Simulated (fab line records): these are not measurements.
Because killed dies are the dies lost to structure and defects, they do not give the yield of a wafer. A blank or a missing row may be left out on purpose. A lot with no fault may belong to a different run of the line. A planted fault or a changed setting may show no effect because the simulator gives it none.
Struck lot and sound lot, side by side	flow n5_finfet	14 out of 1938 route steps
Sound: the wafers L416.1, L416.4, L416.5. The struck wafers were L415.2, L415.4, L415.6. The cause comes at the end.
Per side, at each step with rows, come the tool, then ch with its chambers, and then its first start. Under that, the readings that differ: sound wafers	struck wafers	difference of the means	sigmas: that difference in standard deviations of wafers without a fault.
alike: same words and numbers on both sides, and readings whose means sit less than 2 such deviations apart. not compared: any withheld reading, any reading some wafer has no value for, any bound like >300 that may hide the same value, and any number with overlapping values for which the record gives no deviation.
Wherever a step has rows on one side only, a row that says differs or no value, or a row with sigmas, the two part there. Numbers that have no deviation but don't overlap get no sigmas and don't part them. Lack of a reading on every wafer of one side parts them only where that side has two or more wafers.

N5_BEOL_M2_INSPECT_59: inspects for defects (darkfield).
  struck on defect_inspect-02, day 11 02:10; sound on defect_inspect-02, day 10 22:49
  alike: raw_defect_count
N5_BEOL_M3_ILD_DEP_00: deposits SiOC from DEMS/O2, target thk 79 nm, time 15.3 s.
  sound on pecvd-04 ch 0,2, day 10 22:52; struck on pecvd-01 ch 0,1,2, day 11 02:11
  alike: chamber_pressure_Torr, heater_power_w, showerhead_plenum_p_Torr, susceptor_temp_C, throttle_valve_pct
  not compared: since_wet_clean_h
N5_BEOL_M3_THK_MEAS_01:
  struck on film_metro-01, day 11 02:16; sound on film_metro-01, day 10 22:57
  alike: M3_ILD_THK
N5_BEOL_M3_PECVD_72: deposits SiO2 from TEOS/O2, target thk 16 nm, time 18 s.
  sound on pecvd-01 ch 0,1,2, day 10 22:59; struck on pecvd-02 ch 0,1,2, day 11 02:18
  alike: chamber_pressure_Torr, heater_power_w, showerhead_plenum_p_Torr, susceptor_temp_C, throttle_valve_pct
  not compared: since_wet_clean_h
N5_BEOL_M3_HM_DEP_02: deposits TiN, target thk 20 nm.
  struck on pvd_sputter-01, day 11 02:21; sound on pvd_sputter-03, day 10 23:11
  alike: susceptor_temp_C, throttle_valve_pct
then, 7 steps without rows for these wafers: N5_BEOL_M3_COAT_61 (time 60 s, resist thk 60 nm); N5_BEOL_M3_COAT_62 (time 60 s, resist thk 12 nm); N5_BEOL_M3_COAT_73 (time 60 s, resist thk 5 nm); N5_BEOL_M3_COAT_05 (resist thk 30 nm); N5_BEOL_M3_EBR_07; N5_BEOL_M3_SOFTBAKE_06 (time 60 s); N5_BEOL_M3_EXPOSE_08 (exposes mask M3).
N5_BEOL_M3_PEB_09: peb time 60 s.
  struck on litho_track-03, day 11 02:51; sound on litho_track-01 ch 0, day 10 23:31
  no value came back on the struck wafers for chill_plate_temp_C (C), exhaust_pa (Pa); on the sound wafers chill_plate_temp_C (C) reads 23.15 23.01 23.05
then, 1 step without rows for these wafers: N5_BEOL_M3_DEVELOP_10 (develop time 30 s).

WHERE THEY PART
Only at N5_BEOL_M3_PEB_09, as far as this record shows.

WHY: the cause the simulator had injected
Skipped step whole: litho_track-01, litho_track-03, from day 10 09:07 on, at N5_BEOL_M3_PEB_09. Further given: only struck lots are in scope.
